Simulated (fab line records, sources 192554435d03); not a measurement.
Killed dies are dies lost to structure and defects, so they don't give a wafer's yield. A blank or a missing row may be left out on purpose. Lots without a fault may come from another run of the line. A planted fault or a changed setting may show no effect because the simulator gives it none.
fab line records | flow n5_finfet
record lots=5 wafers=12 last_day=16
route steps=1938 shown BEOL_M3@979 BEOL_M4@1111 PASSIVATION@1936
lots that met no fault: from a run of the same line without faults
start_h: hours from the record's first day to the start of the lot's first wafer shown | wait_h: hours since the lot's step before | " the same as in the row above | L1.1+2: a row that stands for several wafers | - no value, or no start given | * or withheld: withheld | < > ~ a bound
route shown NAME@n: a module of which the file shows steps, and the number in the route of the first | usual: mean/standard deviation of fault-free wafers | same: alike in all rows | chamber/n: place in a boat | sites: the reading at each site | _std_site: their standard deviation | _edge_site: outer sites' mean less inner sites' | radius_mm: how far each site lies from the wafer's centre | mask NAME#n: copy n | behind: the tool/chamber that last shaped the wafer | hold: why the lot was held/for how many hours/how that ended | device: the transistor (n, p or np) that didn't switch | end of line: the same wafers' tests at the end of the route | a step without rows: its recipe alone | killed: dies lost to structure and defects at the first sort, not the wafer's yield | map: a wafer's dies, x killed, . not, _ none there
set.NAME: the setting as run; set.NAME@STEP: as run at that earlier step | model.NAME: the simulator's own value behind a step, which no gauge read
lots at some steps of the route; a table a step, a row a wafer
services: from which hour (start_h, from the record's first day; less than 0 if before it) a tool's chamber was out of use, for how many hours, and why
## steps
# step N5_BEOL_M3_STRIP_36
# recipe chemistry=N2/H2 power_w=450 temp_c=40 pressure_mtorr=20 rf_frequency_hz=6e+07 overash_fraction=0.3 bias_power_w=7 h2_frac=0.5 n2_flow_sccm=200 h2_flow_sccm=200
# step N5_BEOL_M3_TRENCH_ETCH_37
# recipe chemistry=C4F6/O2 target_depth_a=555.55 target=SiOC time_s=29.2 ion_energy_ev=250 pressure_mtorr=30 source_w=355 bias_w=185 Ar_flow_sccm=300 C4F6_flow_sccm=10 O2_flow_sccm=10
# step N5_BEOL_M3_ETCH_41
# recipe chemistry=CH3F/O2 target=SiCN target_depth_a=299 taper_deg=2 time_s=52.5 ion_energy_ev=120 mask_material=TiN pressure_mtorr=30 source_w=395 bias_w=75 Ar_flow_sccm=150 CH3F_flow_sccm=30 O2_flow_sccm=20
# step N5_BEOL_M3_STRIP_97
# recipe chemistry=N2/H2 time_s=10 power_w=450 temp_c=40 pressure_mtorr=20 rf_frequency_hz=6e+07 bias_power_w=7 n2_flow_sccm=200 h2_flow_sccm=200
# step N5_BEOL_M3_HM_STRIP_39
# recipe chemistry=peroxide_tin_strip material=TiN target_depth_a=250 temp_c=50 time_s=158
# step N5_BEOL_M3_SRD_40
# recipe time_s=30 temp_c=23 rinse_liquid=diw dry=ipa_marangoni
# step N5_BEOL_M3_PRECLEAN_42
# recipe chemistry=residue_remover time_s=60 temp_c=40
# step N5_BEOL_M3_SRD_43
# recipe time_s=30 temp_c=23 rinse_liquid=diw dry=ipa_marangoni
# step N5_BEOL_M3_DEGAS_44
# recipe ambient=vacuum temp_c=250 time_s=60
# step N5_BEOL_M3_PRE_CLEAN_45
# recipe gas=H2/He time_s=30 temp_c=250
# step N5_BEOL_M3_ALD_84
# recipe material=TaN target_thk_a=* temp_c=275 ald_precursor_family=PDMAT ald_co_reactant=NH3 pressure_torr=3 carrier_flow_sccm=1500 pulse_time_s=2 purge_time_s=3 co_reactant_purge_time_s=2 co_reactant_pulse_time_s=3 ald_cycles=30 precursor_vessel_temp_c=75 precursor_vessel_pressure_torr=26.25 precursor_vessel_carrier_sccm=1000
# usual ald_cycles=30/0 heater_power_w=413/50
# same pulse_time_s=2 purge_time_s=3
# columns lot.wafer tool chamber start_h wait_h ald_cycles heater_power_w since_wet_clean_h model.TaN_of_BEOL_M3_ALD_84.thk_nm
L480.1 ald_metal-03 2 206.92 0.0 30 314 6024 *
L480.4 " 1 " " 30 409 6024 *
L480.6 " 3 " " 30 453 - *
L484.1 ald_metal-03 0 230.73 0.1 21 406 6048 *
L484.2 " 1 " " 30 402 6048 *
L485.1 ald_metal-03 2 238.66 0.3 21 320 6055 *
L485.2 " 0 " " 30 405 6055 *
L489.1 ald_metal-03 1 242.95 0.1 21 397 6060 *
L489.5 " 1 " " 30 411 - *
L492.3 ald_metal-04 3 275.66 0.0 30 387 4554 *
L492.5 " 2 " " 30 389 - *
L492.6 " 1 " " 30 442 - *
# step N5_BEOL_M3_SURFACE_TREAT_85
# recipe gas=Ar time_s=* ion_energy_ev=* ion_current_ma_cm2=0.5 pressure_mtorr=* ar_flow_sccm=30
# step N5_BEOL_M3_CVD_47
# recipe material=Co target_thk_a=30 temp_c=withheld precursor=CCTBA/H2 pressure_torr=30 time_s=223.8
# step N5_BEOL_M3_SPUTTER_48
# recipe material=Cu target_thk_a=45 temp_c=-20 chamber_pressure_pa=0.07 power_w=withheld time_s=8.29
# step N5_BEOL_M3_ANNEAL_49
# recipe temp_c=400 time_s=240 ambient=vacuum
# step N5_BEOL_M3_SPUTTER_79
# recipe material=Cu target_thk_a=45 temp_c=-20 chamber_pressure_pa=0.07 power_w=withheld time_s=8.29
# step N5_BEOL_M3_ANNEAL_80
# recipe temp_c=400 time_s=240 ambient=vacuum
# step N5_BEOL_M3_SPUTTER_81
# recipe material=Cu target_thk_a=45 temp_c=-20 chamber_pressure_pa=0.07 power_w=withheld time_s=8.29
# step N5_BEOL_M3_ANNEAL_82
# recipe temp_c=400 time_s=240 ambient=vacuum
# step N5_BEOL_M3_SPUTTER_86
# recipe material=Cu target_thk_a=45 temp_c=-20 chamber_pressure_pa=0.07 power_w=withheld time_s=8.29
# step N5_BEOL_M3_ANNEAL_87
# recipe temp_c=400 time_s=240 ambient=vacuum
# step N5_BEOL_M3_SPUTTER_88
# recipe material=Cu target_thk_a=45 temp_c=-20 chamber_pressure_pa=0.07 power_w=withheld time_s=8.29
# step N5_BEOL_M3_ANNEAL_89
# recipe temp_c=400 time_s=240 ambient=vacuum
# step N5_BEOL_M3_SPUTTER_90
# recipe material=Cu target_thk_a=45 temp_c=-20 chamber_pressure_pa=0.07 power_w=withheld time_s=8.29
# step N5_BEOL_M3_ANNEAL_91
# recipe temp_c=400 time_s=240 ambient=vacuum
# step N5_BEOL_M3_SPUTTER_92
# recipe material=Cu target_thk_a=45 temp_c=-20 chamber_pressure_pa=0.07 power_w=withheld time_s=8.29
# step N5_BEOL_M3_ANNEAL_93
# recipe temp_c=400 time_s=240 ambient=vacuum
# step N5_BEOL_M3_SPUTTER_94
# recipe material=Cu target_thk_a=45 temp_c=-20 chamber_pressure_pa=0.07 power_w=withheld time_s=8.29
# step N5_BEOL_M3_ANNEAL_95
# recipe temp_c=400 time_s=240 ambient=vacuum
# step N5_BEOL_M3_SPUTTER_96
# recipe material=Cu target_thk_a=45 temp_c=-20 chamber_pressure_pa=0.07 power_w=withheld time_s=8.29
# step N5_BEOL_M3_ECD_50
# recipe material=Cu target_thk_a=3000
# step N5_BEOL_M3_ANNEAL_51
# recipe temp_c=225 time_s=90 ambient=N2
# step N5_BEOL_M3_CMP_52
# recipe stop_on=SiOC t_overpolish_s=6.8 down_force_psi=1 platen_rpm=50 clearing_platen_down_force_psi=1.5 clearing_platen_rpm=50 post_cmp_clean=cu_alkaline target_thk_nm=40 clearing_platen_pad_velocity_m_s=0.99484 pad_velocity_m_s=0.99484
# step N5_BEOL_M3_PRE_CLEAN_60
# recipe gas=NH3/H2 time_s=15 temp_c=* rf_power_w=300
# step N5_BEOL_M3_CO_CAP_55
# recipe material=Co target_thk_a=20 temp_c=200 precursor=CCTBA/H2 pressure_torr=30 time_s=102.1
# step N5_BEOL_M3_PRE_CLEAN_56
# recipe gas=NH3 time_s=15 temp_c=withheld rf_power_w=300
# step N5_BEOL_M3_DEP_57
# recipe material=SiCN target_thk_a=80 temp_c=withheld precursor=3MS/NH3 pressure_torr=3 rf_w=202 time_s=14
# step N5_BEOL_M4_RC_MEAS_101
# usual COMB_M3=6.1e-11/1.3e-11 COMB_M3_max_site=8.6e-11/2e-11 DIBL_N=36.5/1.7 DIBL_P=36.3/2.1 IOFF_N=0.16/0.036 IOFF_P=0.21/0.037 ION_N=676/12 ION_P=462/7.6 SS_N=71.5/0.68 SS_P=73.3/0.63 VT_N=249/3.5 VT_P=-250/3.5
# columns lot.wafer tool chamber start_h wait_h COMB_M3[S/m] COMB_M3_max_site[S/m] DIBL_N[mV/V] DIBL_P[mV/V] IOFF_N[nA/um] IOFF_P[nA/um] ION_N[uA/um] ION_P[uA/um] SS_N[mV/dec] SS_P[mV/dec] VT_N[mV] VT_P[mV]
L480.1 prober-01 0 227.97 0.0 6.9e-11 9.6e-11 39.5 40.1 0.23 0.31 695 473 72.4 75.2 244 -246
L480.4 " 0 " " 7.3e-11 1.09e-10 35.8 35.5 0.17 0.22 682 466 71.2 73.4 246 -248
L480.6 " 0 " " 9.2e-11 1.42e-10 34.7 34.3 0.14 0.20 675 463 70.9 73.0 249 -251
L484.1 prober-01 0 251.03 0.0 1.6e-10 2.36e-10 35.1 36.1 0.13 0.18 668 453 71.6 72.9 251 -251
L484.2 " 0 " " 6e-11 7.3e-11 39.8 40.8 0.22 0.24 691 465 72.5 74.3 246 -251
L485.1 prober-02 0 254.55 0.0 1.69e-10 2.26e-10 33.8 32.1 0.12 0.19 656 465 71.3 72.7 252 -247
L485.2 " 0 " " 6.4e-11 7.7e-11 36.8 35.5 0.16 0.24 676 466 71.8 73.0 248 -247
L489.1 prober-01 0 256.68 0.0 2.15e-10 2.7e-10 37.2 37.5 0.17 0.21 677 467 72.2 72.9 247 -252
L489.5 " 0 " " 7.8e-11 9e-11 37.9 38.4 0.17 0.23 684 469 71.4 73.9 251 -249
L492.3 prober-02 0 289.36 0.3 5.1e-11 8.1e-11 37.2 38.4 0.17 0.23 685 472 71.2 73.4 249 -250
L492.5 " 0 " " 6.1e-11 1.05e-10 39.6 40.0 0.21 0.26 688 466 71.6 74.5 246 -250
L492.6 " 0 " " 7.1e-11 8.7e-11 35.2 35.2 0.12 0.18 668 465 71.9 73.1 255 -251
# sites COMB_M3 radius_mm=0,75,75,75,75,140,140,140,140
L480.1 9.6e-11 6.9e-11 7.4e-11 5.2e-11 7.6e-11 3.5e-11 6.3e-11 6.5e-11 7.8e-11
L484.1 1.36e-10 1.08e-10 1.6e-10 1.47e-10 1.67e-10 1.46e-10 2.04e-10 2.36e-10 1.74e-10
L485.1 1.2e-10 1.86e-10 1.83e-10 1.69e-10 1.47e-10 1.84e-10 1.68e-10 1.42e-10 2.26e-10
L489.1 2.4e-10 2.16e-10 1.87e-10 2.44e-10 1.72e-10 2.7e-10 2.15e-10 1.48e-10 1.83e-10
L492.3 8.1e-11 5e-11 4.2e-11 3.3e-11 6.4e-11 8.1e-11 4e-11 5.1e-11 6.8e-11
# step N5_PASSIVATION_PROBE_49
# usual defect_limited_yield=91.4/1.5 killed_at_M0_to_M3=34/12 killed_at_M4_up=12/4.9 killed_at_contacts=13/7.2 killed_at_front_end=39/12 killed_at_other=3.7/2.9 killed_dies=101/18 killed_open=67/14 killed_short=33/7.2 sort_bin_4_leakage=0.00/0.022 sort_bin_5_function=5.1/0.97 sort_bin_6_memory=3.2/0.67 sort_n_pass=1079/17 sort_yield_pct=91.4/1.5
# same gross_dies=1180 killed_at_back_side=0 sort_bin_8_speed[%]=0
# columns lot.wafer tool chamber start_h wait_h defect_limited_yield[%] killed_at_M0_to_M3 killed_at_M4_up killed_at_contacts killed_at_front_end killed_at_other killed_dies killed_open killed_short sort_bin_4_leakage[%] sort_bin_5_function[%] sort_bin_6_memory[%] sort_n_pass sort_yield_pct[%]
L484.1 prober-01 - 356.86 0.0 86.6 74 7 14 51 12 158 60 42 4.66 4.7 3.3 1022 86.6
L489.1 prober-01 - 363.44 0.0 86.7 104 11 4 37 1 157 70 28 4.83 4.9 3.5 1023 86.7
L485.1 prober-01 - 364.29 0.0 87.8 96 11 12 22 3 144 52 16 6.44 3.8 1.9 1036 87.8
# killed by level:class
L484.1 M3:area_ald=55 FIN_SAQP:geometric_particle:open=18 GATE_CUT:geometric_particle:short=10 MOL_CONTACT_COAG:geometric_particle:open=10 FIN_SAQP:geometric_particle:short=7 GATE_CUT:geometric_particle:open=6 BEOL_M0_SAQP:geometric_particle:short=5 MIM_TOP:geometric_particle:open=5
L489.1 M3:area_ald=57 BEOL_M1:geometric_particle:open=15 STI_FIN_REVEAL:geometric_particle:open=12 FIN_SAQP:geometric_particle:open=10 BEOL_M0_SAQP:geometric_particle:open=8 BEOL_M0_SAQP:geometric_particle:short=6 BEOL_M2:geometric_particle:short=6 BEOL_M3:geometric_particle:open=5
L485.1 M3:area_ald=76 MOL_CONTACT_COAG:geometric_particle:open=9 GATE_CUT:geometric_particle:open=6 BEOL_M2:geometric_particle:open=6 DUMMY_GATE:geometric_particle:open=4 BEOL_M2:geometric_particle:short=4 BEOL_M3:geometric_particle:open=4 BEOL_M5:geometric_particle:open=4
# map L484.1 (x killed, . not)
_________________...x........________________
______________.....x...........x_____________
___________..........x..........x..__________
__________............x...........x._________
________x....xx........x.x............_______
_______x......x........x.......x...x...______
______.xx.........xx........x.x........._____
_____..............x....x...x......x.....____
____.......x...................x.x.x......___
___x...........x...............x...xx......__
___...........x..x.....x..............xx..x__
__.....x.x...........xx....xx..xx..........._
__...x.....x......x..xx...............x...x._
_....x..x...........x...x....................
_x..x..x...x..xx.....x.x......x.x.....x....x.
_........x....x...x..x........x..........x...
_........x...........x...x...................
_...xx.xx.....x..............................
_.............x....x...x.....................
_..x....xx.x.......xxx.x.......x...x....x....
_...xxx......x..........x.x...x..x..x......x.
__...x..x...........x..xx..................._
__.......x.....x.........xx................x_
___.....................x..xx...x..........__
___x...................x.............x.....__
____...x...x....x.........x...............___
_____..................x....xxxx..x......____
______.x.x.x.....x..x....x..x.......x..._____
_______....x....x...........x.x......x.______
________.............................._______
__________.....x.........x.x........_________
___________...x.......x............__________
______________x...........x....._____________
_________________............________________
# map L485.1 (x killed, . not)
_________________x..x........________________
______________x..x........x....._____________
___________x............xx.......x.__________
__________x.x........x.x............_________
________x...x......x........x......xx._______
_______...........xx.......x..x........______
______.....x.....................x......_____
_____...................xx.........x.....____
____.............x........................___
___..x...........x.x..................x..x.__
___............x.......xx...x.......x.x.x..__
__....................x......x........x...x._
__.......x....x........x.....x.............._
_.......x............x......x..x.............
_.....................xx.xx........x.x.......
_...x.....x........xx......xx..x......x......
_........x......x.....xx..x.................x
_..................x.................x..x....
_..xx..x...................x....xx....x.x....
_...........x..x...x...x....................x
_.......xx.....x........................xx.x.
__.....x.x.......x..xx...............x.x...._
__....x.x......x..............x....x........_
___...........x........x.x..x.............x__
___......x.........x....x.........xx.....x.__
____.....x........x......x........x....x..___
_____...............x......x..x..........____
______.....x.................x.........x_____
_______.............x..x..x..........x.______
________....x........x....x.........x._______
__________x..x..x..................._________
___________....x................x..__________
______________..........x.....x._____________
_________________............________________
## services
# columns tool chamber start_h hours kind
ald_metal-04 - 242.66 2.8 pm
## key
first_sign step=N5_BEOL_M3_ALD_84 reading=ald_cycles direction=down sigmas=99+ usual=* struck=*
effect step=N5_BEOL_M4_RC_MEAS_101 reading=COMB_M3 direction=up sigmas=9.2 usual=6.1e-11 struck=1.81e-10
effect step=N5_BEOL_M4_RC_MEAS_101 reading=COMB_M3_max_site direction=up sigmas=8 usual=8.6e-11 struck=2.44e-10
effect step=N5_PASSIVATION_PROBE_49 reading=sort_bin_4_leakage direction=up sigmas=63 usual=0.00 struck=5.31
model_effect step=N5_BEOL_M3_ALD_84 value=TaN_of_BEOL_M3_ALD_84.thk_nm without=* struck=*
more_kills_born_at N5_BEOL_M3_ALD_84@ald_metal-03=188
met_at N5_BEOL_M3_ALD_84
struck_wafers L484.1,L485.1,L489.1
onset_between 206.92 230.73
fault kind=process_parameter_drift tool=ald_metal-03 chamber=- onset_h=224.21 steps=N5_BEOL_M3_ALD_84 channel=ald_cycles offset=* shape=step end_h=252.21 scope=struck_wafers_only acts_in=* stated=*
